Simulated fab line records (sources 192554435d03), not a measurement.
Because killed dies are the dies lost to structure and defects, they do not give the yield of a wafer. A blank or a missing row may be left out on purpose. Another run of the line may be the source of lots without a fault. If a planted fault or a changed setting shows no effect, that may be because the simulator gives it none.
fab line records    flow n5_finfet    part 1 of 2: steps 1 to 9 of 10
record: lots: 6  wafers: 18  last_day: 17
route steps=1938 shown BEOL_M4@1111 BEOL_M10@1507 BEOL_M15@1830 PASSIVATION@1936
lots untouched by any fault: they come from a run of this same line in which no faults occurred
start_h: hours from the record's opening day to when the first of the lot's shown wafers began    wait_h: hours elapsed since this lot's preceding step    " unchanged from the row above    L1.1+2: a row that stands for several wafers    - no value, or no start given    * or withheld: withheld    < > ~ a bound
route shown NAME@n: names a module that has steps shown in the file, with the first one's number in the route    usual: the fault-free wafers' mean and standard deviation    same: alike in all rows    chamber/n: place in a boat    sites: each site's reading    _std_site: standard deviation of those values    _edge_site: mean of outer sites minus mean of inner sites    radius_mm: for every site, how far away it sits from the centre of the wafer    mask NAME#n: copy n    behind: the last tool/chamber to shape the wafer    hold: the reason the lot was held/the length of the hold in hours/how it ended    device: names the non-switching transistor (n, p or np)    end of line: at the end of the route, the tests of the same wafers    a step given without rows: its recipe and nothing more    killed: the dies lost at the first sort to structure and to defects; this is not the yield of the wafer    map: a wafer's dies, marking killed ones x, the rest . and places with no die _
set.NAME: the setting that was run; set.NAME@STEP: the one run at that earlier step    model.NAME: the simulator's own value behind a step, which no gauge read
a sample of lots followed through the steps of the route, with each step as a table and each wafer as a row
services: a tool's chamber out of use, with start hour (start_h, from the record's first day; less than 0 if before it), hours out, and reason
== steps ==
step: N5_BEOL_M4_RC_MEAS_101
usual: DIBL_N: 36.3/1.6  DIBL_P: 36.4/2.1  IOFF_N: 0.16/0.032  IOFF_P: 0.22/0.044  ION_N: 675/12  ION_P: 463/8.3  SS_N: 71.6/0.64  SS_P: 73.3/0.67  VT_N: 250/3.3  VT_P: -250/3.7
lot.wafer  tool       chamber  start_h  wait_h  DIBL_N[mV/V]  DIBL_P[mV/V]  IOFF_N[nA/um]  IOFF_P[nA/um]  ION_N[uA/um]  ION_P[uA/um]  SS_N[mV/dec]  SS_P[mV/dec]  VT_N[mV]  VT_P[mV]
L961.2     prober-01  0        221.38   0.2     33.9          34.4          0.12           0.18           664           454           70.7          72.0          254       -252
L961.3     "          0        "        "       35.8          36.6          0.16           0.21           683           466           71.1          72.7          250       -253
L961.4     "          0        "        "       33.8          33.3          0.12           0.17           663           460           71.6          72.3          252       -254
L964.3     prober-02  0        226.43   0.3     38.8          38.2          0.18           0.23           684           466           71.7          73.9          252       -247
L964.4     "          0        "        "       35.0          33.1          0.12           0.16           666           455           70.6          73.1          256       -255
L964.5     "          0        "        "       36.4          35.1          0.15           0.20           686           464           71.9          73.5          251       -251
L962.1     prober-01  0        227.39   0.0     33.7          33.5          0.13           0.19           671           471           71.2          72.6          252       -249
L962.4     "          0        "        "       33.8          33.5          0.12           0.19           659           464           71.0          73.0          254       -249
L962.5     "          0        "        "       35.0          35.4          0.15           0.22           664           463           71.5          72.8          250       -251
L967.2     prober-01  0        231.91   0.2     35.5          36.4          0.16           0.22           679           465           71.4          73.5          248       -251
L967.4     "          0        "        "       35.7          36.0          0.15           0.21           668           457           71.8          72.9          251       -248
L967.6     "          0        "        "       34.7          34.5          0.13           0.18           663           451           71.7          73.5          253       -250
L969.1     prober-01  0        254.70   0.0     38.7          39.0          0.20           0.32           664           472           73.3          73.9          248       -242
L969.4     "          0        "        "       38.2          39.1          0.18           0.32           683           477           71.7          73.5          249       -244
L969.6     "          0        "        "       37.8          37.9          0.18           0.31           686           484           72.3          73.8          247       -240
L972.1     prober-02  0        287.00   0.0     33.7          32.9          0.13           0.20           674           469           71.2          71.8          250       -247
L972.3     "          0        "        "       38.6          38.7          0.22           0.29           694           472           72.7          74.4          243       -245
L972.6     "          0        "        "       35.6          35.8          0.17           0.26           696           479           71.5          73.3          249       -244
step: N5_BEOL_M10_ETCH_66
recipe: chemistry: N2/H2  target: SOC  target_depth_a: 1200  overetch_a: 240  mask_material: SiARC  temp_c: 40  time_s: 180  ion_energy_ev: 200  pressure_mtorr: 30  source_w: 840  bias_w: 150  n2_flow_sccm: 200  h2_flow_sccm: 200
usual: drypump_motor_current_A: 5.8/0.5  oes_product_au: 0.65/0.081  rf_vpp_V: 524/3.2  run_length_s: 203.3/0.4  showerhead_plenum_p_Torr: 2.56/0.11  throttle_valve_pct: 17.7/0.37  time_s: 180/0
lot.wafer  tool         chamber  start_h  wait_h  drypump_motor_current_A  oes_product_au  rf_hours_counter_h  rf_vpp_V  run_length_s  showerhead_plenum_p_Torr  throttle_valve_pct  time_s
L961.2     rie_diel-02  3        277.38   0.0     6.4                      0.56            218                 520       203.4         2.42                      17.7                180
L961.3     "            2        "        "       5.2                      0.75            14                  521       202.9         2.47                      17.5                180
L961.4     "            0        "        "       6.1                      0.70            51                  528       203.7         2.69                      17.2                180
L964.3     rie_diel-03  0        281.36   0.0     4.9                      0.69            37                  522       202.6         2.49                      17.4                180
L964.4     "            1        "        "       5.9                      0.59            200                 525       203.7         2.63                      18.5                180
L964.5     "            3        "        "       6.1                      0.80            -                   529       202.7         2.71                      17.3                180
L967.2     rie_diel-06  1        285.94   0.0     5.2                      0.54            232                 526       203.8         2.61                      17.8                180
L967.4     "            0        "        "       5.9                      0.57            -                   525       203.1         2.62                      18.1                180
L967.6     "            2        "        "       6.2                      0.54            -                   525       203.6         2.61                      18.1                180
L962.1     rie_diel-02  3        290.22   0.0     6.4                      0.57            223                 519       203.1         2.42                      17.7                180
L962.4     "            2        "        "       5.2                      0.73            -                   523       203.1         2.47                      17.5                180
L962.5     "            3        "        "       6.4                      0.56            -                   520       202.8         2.42                      17.7                180
L969.1     rie_diel-06  3        307.68   0.0     6.8                      0.76            9                   526       203.2         2.61                      17.5                180
L969.4     "            3        "        "       6.8                      0.76            -                   524       203.3         2.61                      17.5                180
L969.6     "            0        "        "       5.9                      0.57            -                   527       203.1         2.61                      18.1                180
L972.1     rie_diel-03  1        340.14   0.0     5.9                      0.59            218                 527       204.2         2.62                      18.5                180
L972.3     "            2        "        "       5.7                      0.56            234                 520       203.1         2.40                      17.9                180
L972.6     "            3        "        "       6.1                      0.75            -                   529       202.8         2.70                      17.4                180
step: N5_BEOL_M10_TRENCH_ETCH_37
recipe: chemistry: C4F6/O2  target_depth_a: 1488.3  target: SiCOH_lowk  time_s: 48  ion_energy_ev: 250  pressure_mtorr: 30  source_w: 345  bias_w: 185  Ar_flow_sccm: 300  C4F6_flow_sccm: 10  O2_flow_sccm: 10
usual: drypump_motor_current_A: 5.8/0.5  oes_product_au: 0.81/0.11  rf_vpp_V: 664/12  run_length_s: 71.3/0.39  showerhead_plenum_p_Torr: 2.87/0.12  throttle_valve_pct: 20.8/0.3  time_s: 48/0
lot.wafer  tool         chamber  start_h  wait_h  drypump_motor_current_A  oes_product_au  rf_hours_counter_h  rf_vpp_V  run_length_s  showerhead_plenum_p_Torr  throttle_valve_pct  time_s
L961.2     rie_diel-02  3        277.61   -       6.3                      0.70            218                 655       71.0          2.70                      20.7                48
L961.3     "            2        "        "       5.2                      0.94            14                  662       71.4          2.81                      20.8                48
L961.4     "            0        "        "       6.1                      0.88            51                  673       71.4          3.02                      20.4                48
L964.3     rie_diel-03  0        281.59   -       4.8                      0.88            38                  659       71.3          2.79                      20.6                48
L964.4     "            1        "        "       5.9                      0.75            200                 662       71.5          2.95                      21.5                48
L964.5     "            3        "        "       6.1                      0.99            -                   679       70.7          3.02                      20.5                48
L967.2     rie_diel-06  1        286.16   -       5.2                      0.67            232                 650       71.6          2.93                      21.0                48
L967.4     "            0        "        "       5.9                      0.71            -                   688       70.8          2.90                      20.9                48
L967.6     "            2        "        "       6.2                      0.65            -                   679       71.6          2.89                      20.9                48
L962.1     rie_diel-02  3        290.45   -       6.4                      0.69            224                 655       71.0          2.70                      20.7                48
L962.4     "            2        "        "       5.2                      0.92            -                   661       71.4          2.81                      20.7                48
L962.5     "            3        "        "       6.3                      0.69            -                   655       70.9          2.70                      20.7                48
L969.1     rie_diel-06  3        307.91   -       6.8                      0.93            9                   671       59.9          2.92                      20.6                33.6
L969.4     "            3        "        "       6.8                      0.93            -                   671       59.6          2.92                      20.6                33.6
L969.6     "            0        "        "       5.9                      0.69            -                   689       59.7          2.89                      21.0                33.6
L972.1     rie_diel-03  1        340.37   -       5.9                      0.73            219                 664       60.1          2.94                      21.5                33.6
L972.3     "            2        "        "       5.7                      0.68            234                 643       59.6          2.67                      20.8                33.6
L972.6     "            3        "        "       6.1                      0.93            -                   677       59.5          3.01                      20.5                33.6
step: N5_BEOL_M10_ETCH_41
recipe: chemistry: CH3F/O2  target: SiCN  target_depth_a: 426  taper_deg: 2  time_s: 86  ion_energy_ev: 120  mask_material: TiN  pressure_mtorr: 30  source_w: 395  bias_w: 75  Ar_flow_sccm: 150  CH3F_flow_sccm: 30  O2_flow_sccm: 20
usual: drypump_motor_current_A: 5.8/0.5  oes_product_au: 0.81/0.1  rf_vpp_V: 297.6/2  run_length_s: 109.3/0.39  showerhead_plenum_p_Torr: 2.02/0.086  throttle_valve_pct: 16.2/0.31  time_s: 86/0
lot.wafer  tool         chamber  start_h  wait_h  drypump_motor_current_A  oes_product_au  rf_hours_counter_h  rf_vpp_V  run_length_s  showerhead_plenum_p_Torr  throttle_valve_pct  time_s
L961.2     rie_diel-02  3        -        -       6.3                      0.70            218                 295.1     108.8         1.89                      16.1                86
L961.3     "            2        "        "       5.2                      0.93            14                  296.8     109.1         1.97                      16.1                86
L961.4     "            0        "        "       6.1                      0.88            52                  297.9     109.5         2.13                      15.8                86
L964.3     rie_diel-03  0        -        -       4.9                      0.89            38                  297.3     108.6         1.96                      16.0                86
L964.4     "            1        "        "       5.9                      0.74            200                 299.4     109.7         2.08                      16.9                86
L964.5     "            3        "        "       6.1                      0.98            -                   300.4     108.8         2.13                      15.9                86
L967.2     rie_diel-06  1        -        -       5.2                      0.67            232                 298.3     109.5         2.06                      16.5                86
L967.4     "            0        "        "       5.9                      0.72            -                   296.9     108.8         2.04                      16.4                86
L967.6     "            2        "        "       6.2                      0.66            -                   296.6     109.5         2.04                      16.4                86
L962.1     rie_diel-02  3        -        -       6.4                      0.69            224                 295.0     109.0         1.89                      16.1                86
L962.4     "            2        "        "       5.2                      0.94            -                   295.0     109.4         1.97                      16.1                86
L962.5     "            3        "        "       6.4                      0.69            -                   295.6     108.8         1.89                      16.1                86
L969.1     rie_diel-06  3        -        -       6.8                      0.93            9                   297.8     109.1         2.05                      16.0                86
L969.4     "            3        "        "       6.8                      0.93            -                   297.9     109.4         2.05                      16.0                86
L969.6     "            0        "        "       5.9                      0.70            -                   297.2     109.3         2.03                      16.5                86
L972.1     rie_diel-03  1        -        -       5.9                      0.74            219                 297.7     109.6         2.07                      16.9                86
L972.3     "            2        "        "       5.6                      0.68            234                 296.9     109.6         1.88                      16.3                86
L972.6     "            3        "        "       6.1                      0.94            -                   300.1     108.7         2.12                      15.9                86
step: N5_BEOL_M10_STRIP_77
recipe: chemistry: N2/H2  time_s: 10  power_w: 450  temp_c: 40  pressure_mtorr: 20  rf_frequency_hz: 6e+07  bias_power_w: 7  n2_flow_sccm: 200  h2_flow_sccm: 200
usual: drypump_motor_current_A: 5.8/0.5  oes_product_au: 0.81/0.11  rf_vpp_V: 59.1/0.96  showerhead_plenum_p_Torr: 2.56/0.11  throttle_valve_pct: 23.5/0.42
lot.wafer  tool         chamber  start_h  wait_h  drypump_motor_current_A  oes_product_au  rf_hours_counter_h  rf_vpp_V  showerhead_plenum_p_Torr  throttle_valve_pct
L961.2     rie_diel-02  3        -        -       6.4                      0.70            218                 56.8      2.41                      23.4
L961.3     "            2        "        "       5.2                      0.94            14                  59.2      2.47                      23.4
L961.4     "            0        "        "       6.1                      0.87            52                  58.0      2.69                      23.0
L964.3     rie_diel-03  0        -        -       4.9                      0.87            38                  57.5      2.48                      23.2
L964.4     "            1        "        "       6.0                      0.72            200                 61.8      2.63                      24.5
L964.5     "            3        "        "       6.2                      0.99            -                   58.7      2.71                      23.1
L967.2     rie_diel-06  1        -        -       5.2                      0.67            232                 60.2      2.60                      23.4
L967.4     "            0        "        "       5.9                      0.71            -                   59.5      2.61                      23.9
L967.6     "            2        "        "       6.2                      0.66            -                   58.4      2.61                      24.0
L962.1     rie_diel-02  3        -        -       6.4                      0.69            224                 58.5      2.41                      23.4
L962.4     "            2        "        "       5.2                      0.92            -                   58.7      2.47                      23.4
L962.5     "            3        "        "       6.4                      0.70            -                   59.5      2.41                      23.4
L969.1     rie_diel-06  3        -        -       6.8                      0.95            9                   59.6      2.60                      23.4
L969.4     "            3        "        "       6.8                      0.94            -                   60.5      2.60                      23.4
L969.6     "            0        "        "       5.9                      0.70            -                   59.0      2.61                      23.9
L972.1     rie_diel-03  1        -        -       6.0                      0.72            219                 58.6      2.62                      24.5
L972.3     "            2        "        "       5.7                      0.70            234                 60.5      2.40                      23.7
L972.6     "            3        "        "       6.1                      0.94            -                   60.2      2.70                      23.1
step: N5_BEOL_M10_OCD_MEAS_38
usual: trench_depth_nm: 149.6/3
lot.wafer  tool    chamber  start_h  wait_h  trench_depth_nm
L961.2     ocd-02  -        277.79   -       147.9
L961.3     "       -        "        "       153.6
L961.4     "       -        "        "       152.0
L964.3     ocd-01  -        281.77   -       154.2
L964.4     "       -        "        "       150.1
L964.5     "       -        "        "       151.8
L967.2     ocd-01  -        286.35   -       147.9
L967.4     "       -        "        "       147.4
L967.6     "       -        "        "       144.2
L962.1     ocd-01  -        290.63   -       146.4
L962.4     "       -        "        "       151.6
L962.5     "       -        "        "       147.0
L969.1     ocd-01  -        308.09   -       102.7
L969.4     "       -        "        "       104.3
L969.6     "       -        "        "       102.3
L972.1     ocd-01  -        340.55   -       105.7
L972.3     "       -        "        "       101.2
L972.6     "       -        "        "       105.3
step: N5_BEOL_M10_THK_MEAS_53
recipe: thk_meas_gauge: xrf  reads: Cu_of_BEOL_M10_ECD_50
usual: M10_THK: 140/3.5
lot.wafer  tool           chamber  start_h  wait_h  M10_THK[nm]
L961.2     film_metro-01  -        280.20   -       139
L961.3     "              -        "        "       144
L961.4     "              -        "        "       139
L964.3     film_metro-01  -        284.12   -       142
L964.4     "              -        "        "       136
L964.5     "              -        "        "       140
L967.2     film_metro-02  -        288.99   -       139
L967.4     "              -        "        "       139
L967.6     "              -        "        "       136
L962.1     film_metro-01  -        293.14   -       135
L962.4     "              -        "        "       142
L962.5     "              -        "        "       136
L969.1     film_metro-02  -        312.80   -       95
L969.4     "              -        "        "       95
L969.6     "              -        "        "       94
L972.1     film_metro-01  -        343.76   -       96
L972.3     "              -        "        "       91
L972.6     "              -        "        "       96
step: N5_BEOL_M10_RS_MEAS_57
recipe: thk_meas_gauge: four-point-probe  reads: Cu_of_BEOL_M10_ECD_50+Co_of_BEOL_M10_CVD_75+TaN_of_BEOL_M10_ALD_74
usual: M10_RS: 0.150/0.0037
lot.wafer  tool           chamber  start_h  wait_h  M10_RS[ohm/sq]
L961.2     film_metro-01  -        280.33   0.1     0.150
L961.3     "              -        "        "       0.145
L961.4     "              -        "        "       0.148
L964.3     film_metro-01  -        284.26   0.1     0.145
L964.4     "              -        "        "       0.151
L964.5     "              -        "        "       0.148
L967.2     film_metro-01  -        289.13   0.1     0.150
L967.4     "              -        "        "       0.152
L967.6     "              -        "        "       0.155
L962.1     film_metro-01  -        293.28   0.1     0.157
L962.4     "              -        "        "       0.148
L962.5     "              -        "        "       0.156
L969.1     film_metro-01  -        312.94   0.1     0.230
L969.4     "              -        "        "       0.229
L969.6     "              -        "        "       0.232
L972.1     film_metro-01  -        343.93   0.1     0.227
L972.3     "              -        "        "       0.242
L972.6     "              -        "        "       0.228
step: N5_BEOL_M15_RC_MEAS_101
usual: COMB_M11: 1.51e-11/2.8e-12  COMB_M12: 6.8e-12/1.5e-12  COMB_M13: 5.3e-12/1.1e-12  COMB_M14: 4e-12/8.3e-13  COMB_M15: 2.8e-12/5.2e-13  COMB_M5: 3.8e-11/7.9e-12  COMB_M6: 2.6e-11/5.3e-12  COMB_M7: 2.5e-11/4.8e-12  COMB_M8: 2.6e-11/5.9e-12  COMB_M8_max_site: 3.7e-11/9.5e-12  COMB_M9: 1.43e-11/2.5e-12  SERP_M10: 3.05/0.092  SERP_M10_max_site: 3.13/0.1  SERP_M11: 3.07/0.075  SERP_M11_max_site: 3.16/0.086  SERP_M12: 0.634/0.018  SERP_M13: 0.308/0.0064  SERP_M13_max_site: 0.311/0.0067  SERP_M14: 0.159/0.0035  SERP_M5: 38.7/1.9  SERP_M6: 13.7/0.56  SERP_M7: 13.7/0.54  SERP_M8: 13.4/0.51  SERP_M9: 3.00/0.094
lot.wafer  tool       chamber  start_h  wait_h  COMB_M11[S/m]  COMB_M12[S/m]  COMB_M13[S/m]  COMB_M14[S/m]  COMB_M15[S/m]  COMB_M5[S/m]  COMB_M6[S/m]  COMB_M7[S/m]  COMB_M8[S/m]  COMB_M8_max_site[S/m]  COMB_M9[S/m]  SERP_M10[ohm/um]  SERP_M10_max_site[ohm/um]  SERP_M11[ohm/um]  SERP_M11_max_site[ohm/um]  SERP_M12[ohm/um]  SERP_M13[ohm/um]  SERP_M13_max_site[ohm/um]  SERP_M14[ohm/um]  SERP_M5[ohm/um]  SERP_M6[ohm/um]  SERP_M7[ohm/um]  SERP_M8[ohm/um]  SERP_M9[ohm/um]
L961.2     prober-02  0        326.69   0.2     2.19e-11       8.1e-12        6.2e-12        3.2e-12        2.7e-12        4.8e-11       2.4e-11       2.2e-11       3e-11         3.7e-11                1.31e-11      3.08              3.15                       3.06              3.12                       0.611             0.309             0.315                      0.158             39.6             13.3             12.6             13.4             2.90
L961.3     "          0        "        "       1.51e-11       6.1e-12        8.4e-12        3.9e-12        3.3e-12        3.9e-11       2.6e-11       1.9e-11       4.2e-11       7.6e-11                1.29e-11      2.88              3.05                       3.16              3.22                       0.634             0.306             0.308                      0.165             38.8             14.5             13.3             14.3             2.94
L961.4     "          0        "        "       1.66e-11       6.2e-12        5.3e-12        4e-12          1.9e-12        4.9e-11       3.6e-11       3.4e-11       2.3e-11       3.7e-11                1.54e-11      3.02              3.21                       3.10              3.14                       0.630             0.304             0.307                      0.161             40.0             14.9             13.5             13.2             3.05
L964.3     prober-02  0        338.39   0.3     1.29e-11       5.2e-12        4e-12          3.1e-12        2e-12          3.2e-11       2.8e-11       2e-11         3e-11         5e-11                  1.24e-11      2.96              3.04                       3.13              3.20                       0.639             0.313             0.317                      0.157             38.7             12.8             13.7             13.1             2.99
L964.4     "          0        "        "       1.26e-11       5.6e-12        4.8e-12        4.9e-12        1.9e-12        2.6e-11       3.6e-11       2.7e-11       4.1e-11       5.1e-11                1.59e-11      3.04              3.11                       3.07              3.13                       0.640             0.316             0.320                      0.165             37.9             13.6             13.5             14.2             3.05
L964.5     "          0        "        "       1.1e-11        6.2e-12        4.9e-12        3.7e-12        2.8e-12        2.5e-11       3.1e-11       1.9e-11       3.3e-11       4.8e-11                1.24e-11      2.97              3.02                       3.12              3.23                       0.637             0.323             0.325                      0.159             37.3             13.2             13.8             14.1             2.95
L967.2     prober-01  0        339.73   0.2     1.53e-11       6.3e-12        5.4e-12        4.1e-12        2.8e-12        4.2e-11       3.8e-11       2.2e-11       3.6e-11       5.2e-11                1.44e-11      3.00              3.08                       3.09              3.17                       0.647             0.305             0.307                      0.165             41.4             13.3             14.7             14.0             3.00
L967.4     "          0        "        "       1.46e-11       8.5e-12        7.1e-12        3.6e-12        2.6e-12        3.2e-11       4.5e-11       3.2e-11       3.3e-11       4.8e-11                1.44e-11      3.13              3.21                       3.14              3.23                       0.654             0.306             0.308                      0.156             38.3             13.5             15.4             13.9             3.02
L967.6     "          0        "        "       1.91e-11       8.9e-12        4.9e-12        3.4e-12        3.2e-12        2.7e-11       3.4e-11       2.8e-11       2.4e-11       3.9e-11                1.43e-11      3.14              3.25                       3.01              3.08                       0.661             0.301             0.305                      0.156             43.3             14.4             14.3             14.6             2.86
L962.1     prober-02  0        342.10   0.0     1.23e-11       6.6e-12        5.9e-12        3.9e-12        2.2e-12        3.4e-11       2.2e-11       3.4e-11       2.5e-11       4.1e-11                1.32e-11      3.19              3.30                       3.14              3.25                       0.649             0.310             0.312                      0.158             40.2             14.1             13.8             13.2             3.02
L962.4     "          0        "        "       1.65e-11       6.7e-12        4.6e-12        4.2e-12        2.9e-12        4.7e-11       2.4e-11       3.3e-11       2.4e-11       4.1e-11                1.02e-11      3.02              3.07                       3.10              3.16                       0.607             0.301             0.305                      0.159             40.2             14.0             13.6             12.9             2.96
L962.5     "          0        "        "       1.51e-11       9.3e-12        5.1e-12        3.6e-12        2.3e-12        4.2e-11       3.5e-11       3.9e-11       3.3e-11       4.2e-11                1.21e-11      3.15              3.23                       2.98              3.03                       0.644             0.311             0.314                      0.159             40.9             13.8             14.4             12.4             3.06
L969.1     prober-02  0        358.30   0.0     1.67e-11       6.4e-12        5.1e-12        3.2e-12        3.5e-12        4.5e-11       2.1e-11       2.3e-11       2.6e-11       5e-11                  1.27e-11      4.68              4.81                       3.11              3.21                       0.622             0.312             0.314                      0.164             37.7             14.7             13.5             14.1             2.94
L969.4     "          0        "        "       1.63e-11       8.8e-12        6.3e-12        3.5e-12        3e-12          4.7e-11       2.5e-11       2.7e-11       2.2e-11       3e-11                  1.34e-11      4.69              4.80                       3.17              3.24                       0.638             0.308             0.313                      0.159             36.8             13.6             13.8             13.2             2.98
L969.6     "          0        "        "       2.26e-11       4.7e-12        4.5e-12        3.5e-12        3.4e-12        5.4e-11       2e-11         2.5e-11       2.8e-11       3.3e-11                1.54e-11      4.69              4.86                       3.05              3.13                       0.638             0.306             0.311                      0.164             41.1             13.8             13.9             12.6             2.95
L972.1     prober-02  0        381.84   0.3     1.84e-11       7.6e-12        4.8e-12        3.3e-12        2.7e-12        5.8e-11       2.1e-11       2e-11         1.9e-11       3.2e-11                1.14e-11      4.72              4.82                       3.11              3.22                       0.639             0.304             0.308                      0.161             40.8             14.2             13.3             13.2             2.98
L972.3     "          0        "        "       1.53e-11       5.2e-12        3.6e-12        2.7e-12        2.1e-12        3.9e-11       2.2e-11       2e-11         2.2e-11       3.6e-11                1.77e-11      4.83              4.98                       3.07              3.25                       0.647             0.307             0.309                      0.165             39.4             12.9             14.0             13.7             3.06
L972.6     "          0        "        "       1.44e-11       7e-12          4.5e-12        3.1e-12        2.6e-12        3.5e-11       3e-11         2e-11         2.5e-11       4.6e-11                1.5e-11       4.69              4.76                       2.98              3.11                       0.637             0.302             0.304                      0.166             41.8             13.7             13.6             12.9             2.93
sites SERP_M10 radius_mm=0,75,75,75,75,140,140,140,140
L961.2 3.12 3.09 3.10 3.08 3.15 2.92 2.96 2.95 2.98
L964.3 3.04 2.96 2.98 2.97 2.98 2.79 2.85 2.82 2.85
L967.2 2.92 3.03 2.96 3.00 3.00 3.08 3.07 3.00 3.07
L962.1 3.30 3.29 3.25 3.19 3.28 3.07 3.00 3.03 3.06
L969.1 4.72 4.65 4.81 4.68 4.67 4.58 4.73 4.61 4.72
L972.1 4.75 4.74 4.72 4.72 4.82 4.59 4.61 4.45 4.68
== key ==
first_sign: step: N5_BEOL_M10_TRENCH_ETCH_37  reading: time_s  direction: down  sigmas: 99+  usual: *  struck: *
effect: step: N5_BEOL_M10_TRENCH_ETCH_37  reading: run_length_s  direction: down  sigmas: 30  usual: *  struck: *
effect: step: N5_BEOL_M10_OCD_MEAS_38  reading: trench_depth_nm  direction: down  sigmas: 16  usual: 149.6  struck: 103.6
effect: step: N5_BEOL_M10_THK_MEAS_53  reading: M10_THK  direction: down  sigmas: 13  usual: 140  struck: 95
effect: step: N5_BEOL_M10_RS_MEAS_57  reading: M10_RS  direction: up  sigmas: 22  usual: 0.150  struck: 0.231
effect: step: N5_BEOL_M15_RC_MEAS_101  reading: SERP_M10  direction: up  sigmas: 18  usual: 3.05  struck: 4.71
effect: step: N5_PASSIVATION_PROBE_49  reading: sort_bin_8_speed  direction: up  sigmas: 3.1  usual: 0.00  struck: 0.27  wafers_moved: 5
met_at N5_BEOL_M10_TRENCH_ETCH_37
struck_lots L969,L972
not_acting_at N5_BEOL_M10_ETCH_66,N5_BEOL_M10_ETCH_41,N5_BEOL_M10_STRIP_77
onset_between 290.45 307.91
fault: kind: recipe_version_skew  tool: rie_diel-02,rie_diel-03,rie_diel-06  chamber: -  onset_h: 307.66  steps: N5_BEOL_M10_TRENCH_ETCH_37  wrong_recipe.time_s: *
